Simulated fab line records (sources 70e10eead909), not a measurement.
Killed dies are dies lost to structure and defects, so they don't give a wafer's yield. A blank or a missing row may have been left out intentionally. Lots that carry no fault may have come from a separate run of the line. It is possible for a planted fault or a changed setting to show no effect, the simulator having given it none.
Matching of chambers | flow nand_harc | 4 sister chambers for NHARC_A_STAIRCASE_DESCUM_443 on rie_diel-12
The step chemistry O2, time 3 s. 8 wafers are shown with their chamber, then 9 later ones without.

## EACH WAFER AND ITS CHAMBER
wafer  | chamber | showerhead_plenum_p_Torr (Torr) | oes_product_au (a.u.)
L082.2 | 1       | 1.84                            | 1.008
L080.5 | 3       | 1.95                            | 0.992
L081.1 | 1       | 1.83                            | 1.008
L081.2 | 2       | 2.01                            | 0.992
L081.4 | 0       | 1.95                            | 0.984
L084.3 | 2       | 2.00                            | 0.971
L084.4 | 3       | 1.94                            | 1.004
L084.5 | 0       | 1.95                            | 0.975

## WAFERS MISSING THEIR CHAMBER
wafer  | showerhead_plenum_p_Torr (Torr) | oes_product_au (a.u.)
L092.4 | 1.95                            | 0.988
L092.5 | 1.94                            | 0.986
L092.6 | 1.95                            | 0.986
L091.2 | 1.94                            | 0.985
L091.4 | 2.00                            | 0.979
L091.5 | 1.83                            | 1.018
L097.1 | 1.99                            | 0.990
L097.4 | 1.83                            | 1.007
L097.5 | 1.93                            | 1.007

## WHICH CHAMBER EACH WENT THROUGH
wafer  | from the rows above     | in truth
L092.4 | can't be placed: 0 or 3 | 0
L092.5 | can't be placed: 3 or 0 | 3
L092.6 | can't be placed: 0 or 3 | 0
L091.2 | can't be placed: 3 or 0 | 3
L091.4 | 2                       | 2
L091.5 | 1                       | 1
L097.1 | 2                       | 2
L097.4 | 1                       | 1
L097.5 | can't be placed: 3 or 0 | 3
Correct placement for 4 of the 9. Cannot be placed on the basis of these rows: 5; the candidates contain the true chamber in 5. 0 placed wrongly.
How it was worked out, from the rows above alone: a wafer's distance from a chamber is the root of the sum, over the readings, of the square of ((its reading less the chamber's mean) divided by the reading's scatter). The wafer belongs to the nearest chamber; if the next one is less than 2 further off, it can't be placed. Each chamber's mean is taken over the wafers shown for it. The scatter: take each reading less its chamber's mean, square it, sum over the shown wafers, divide by the number of wafers less the number of chambers, and take the root.
